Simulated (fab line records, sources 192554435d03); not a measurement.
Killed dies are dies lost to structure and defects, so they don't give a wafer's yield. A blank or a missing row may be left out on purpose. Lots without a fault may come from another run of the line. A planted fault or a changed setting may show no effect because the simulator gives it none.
Split-lot experiment | flow n5_finfet | 7 lots, 39 wafers read, on a route of 1938 steps

THE SPLIT
At N5_PMOS_HMC_CHANNEL_EPI_HM_DEP_34 (deposits SiO2 from TEOS/O2, target thk 36 nm, time 6.9 s), the setting target_thk_a was moved away from the recipe's 360 angstrom on 15 of the 39 wafers read, by -32.0% to +41.0%. The other wafers ran this setting at the recipe's value.

FROM THE SPLIT TO THE READING: what the file shows between them, 4 steps
- N5_PMOS_HMC_CHANNEL_EPI_COAT_31: time 60 s, resist thk 66 nm
- N5_PMOS_HMC_CHANNEL_EPI_COAT_03: resist thk 205 nm
- N5_PMOS_HMC_CHANNEL_EPI_FIN_RECESS_16: chemistry HBr/Cl2, target Si, target depth 54 nm, time 18 s
- N5_PMOS_HMC_CHANNEL_EPI_PRECLEAN_36: cleans in O3/DIW, time 45 s

THE READING
SiO2_of_PMOS_HMC_CHANNEL_EPI_HM_DEP_34.thk_nm (the simulator's own value, which no gauge read), in nm, at N5_PMOS_HMC_CHANNEL_EPI_PRECLEAN_18 (cleans in DHF, time 30 s). The file gives no usual value for it. The 24 wafers here that ran the recipe average 24.49 nm, standard deviation 0.61 nm.

wafer  | tool, chamber at the split | target_thk_a as run, angstrom | against the recipe | SiO2_of_PMOS_HMC_CHANNEL_EPI_HM_DEP_34.thk_nm, nm | against lot-mates on the recipe
L077.1 | pecvd-03, 1                | 360                           | recipe             | 24.49                                             | -
L077.2 | pecvd-03, 0                | 360                           | recipe             | 24.3                                              | -
L077.3 | pecvd-03, 2                | 360                           | recipe             | 24.5                                              | -
L077.4 | pecvd-03, 2                | 360                           | recipe             | 24.94                                             | -
L077.5 | pecvd-03, 0                | 360                           | recipe             | 25.16                                             | -
L077.6 | pecvd-03, 1                | 360                           | recipe             | 25.73                                             | -
L080.1 | pecvd-03, 1                | 244.8                         | -32.0%             | 12.94                                             | -11.13
L080.2 | pecvd-03, 0                | 360                           | recipe             | 23.68                                             | -
L080.3 | pecvd-03, 2                | 244.8                         | -32.0%             | 12.32                                             | -11.75
L080.4 | pecvd-03, 2                | 360                           | recipe             | 24.27                                             | -
L080.6 | pecvd-03, 1                | 360                           | recipe             | 24.27                                             | -
L080.5 | pecvd-03, 0                | 244.8                         | -32.0%             | 13.18                                             | -10.89
L086.1 | pecvd-04, 1                | 360                           | recipe             | 24.38                                             | -
L086.2 | pecvd-04, 0                | 253.3                         | -29.6%             | 12.65                                             | -11.48
L086.3 | pecvd-04, 2                | 360                           | recipe             | 24.13                                             | -
L086.4 | pecvd-04, 0                | 360                           | recipe             | 23.87                                             | -
L086.5 | pecvd-04, 2                | 253.3                         | -29.6%             | 14.33                                             | -9.80
L086.6 | pecvd-04, 1                | 253.3                         | -29.6%             | 14.14                                             | -9.99
L087.1 | pecvd-04, 0                | 360                           | recipe             | 23.06                                             | -
L087.3 | pecvd-04, 2                | 360                           | recipe             | 23.62                                             | -
L087.4 | pecvd-04, 2                | 360                           | recipe             | 24.58                                             | -
L089.1 | pecvd-03, 2                | 507.5                         | +41.0%             | 38.94                                             | +13.74
L089.2 | pecvd-03, 1                | 507.5                         | +41.0%             | 39.42                                             | +14.22
L089.3 | pecvd-03, 0                | 507.5                         | +41.0%             | 38.92                                             | +13.72
L089.4 | pecvd-03, 2                | 360                           | recipe             | 25.06                                             | -
L089.5 | pecvd-03, 0                | 360                           | recipe             | 25.39                                             | -
L089.6 | pecvd-03, 1                | 360                           | recipe             | 25.14                                             | -
L096.1 | pecvd-03, 2                | 360                           | recipe             | 23.98                                             | -
L096.2 | pecvd-03, 1                | 360                           | recipe             | 25.06                                             | -
L096.3 | pecvd-03, 0                | 360                           | recipe             | 24.47                                             | -
L096.4 | pecvd-03, 2                | 491.6                         | +36.6%             | 38.09                                             | +13.59
L096.5 | pecvd-03, 1                | 491.6                         | +36.6%             | 38.32                                             | +13.82
L096.6 | pecvd-03, 0                | 491.6                         | +36.6%             | 38.4                                              | +13.90
L097.1 | pecvd-03, 2                | 360                           | recipe             | 24.05                                             | -
L097.2 | pecvd-03, 0                | 295.9                         | -17.8%             | 17.96                                             | -6.60
L097.3 | pecvd-03, 1                | 295.9                         | -17.8%             | 18                                                | -6.56
L097.4 | pecvd-03, 0                | 360                           | recipe             | 24.97                                             | -
L097.5 | pecvd-03, 2                | 295.9                         | -17.8%             | 17.59                                             | -6.97
L097.6 | pecvd-03, 1                | 360                           | recipe             | 24.67                                             | -

THE FIT
A straight line over all 39 wafers: SiO2_of_PMOS_HMC_CHANNEL_EPI_HM_DEP_34.thk_nm changes by +0.366 nm for each +1% of target_thk_a; r = +1.00; the points scatter about the line by 0.58 nm.
The same after taking each lot's own level away (the mean of its wafers on the recipe; 39 wafers): +0.356 nm for each +1%; r = +1.00; scatter 0.52 nm.
On that fit, the largest move of target_thk_a shifts the reading by 15 nm.
The lots' own levels span 23.753 to 25.197 nm, that is 2.4 times the standard deviation above.
So the lot-to-lot level changes the slope little: the two slopes agree.
Check: with one of the wafers moved furthest among these (+41.0%) left out of the fit, the line predicts +14.7 nm for it against its lot-mates. It came out at +13.7 nm against them.

THE WHOLE CHAIN: every reading that the file lists as answering this split, in the file's order
step                                | what it does                                             | reading                                                                                        | change (the file's fit)               | r (the file's)
N5_PMOS_HMC_CHANNEL_EPI_HM_DEP_34   | deposits SiO2 from TEOS/O2, target thk 36 nm, time 6.9 s | SiO2_of_PMOS_HMC_CHANNEL_EPI_HM_DEP_34.thk_nm (the simulator's own value, which no gauge read) | +0.354 nm for each +1% of the setting | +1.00
N5_PMOS_HMC_CHANNEL_EPI_PRECLEAN_18 | cleans in DHF, time 30 s                                 | SiO2_of_PMOS_HMC_CHANNEL_EPI_HM_DEP_34.thk_nm (the simulator's own value, which no gauge read) | +0.356 nm for each +1% of the setting | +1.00

THE FILE'S OWN FIT
SiO2_of_PMOS_HMC_CHANNEL_EPI_HM_DEP_34.thk_nm changes by +0.356 nm for each +1% of target_thk_a, r = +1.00.
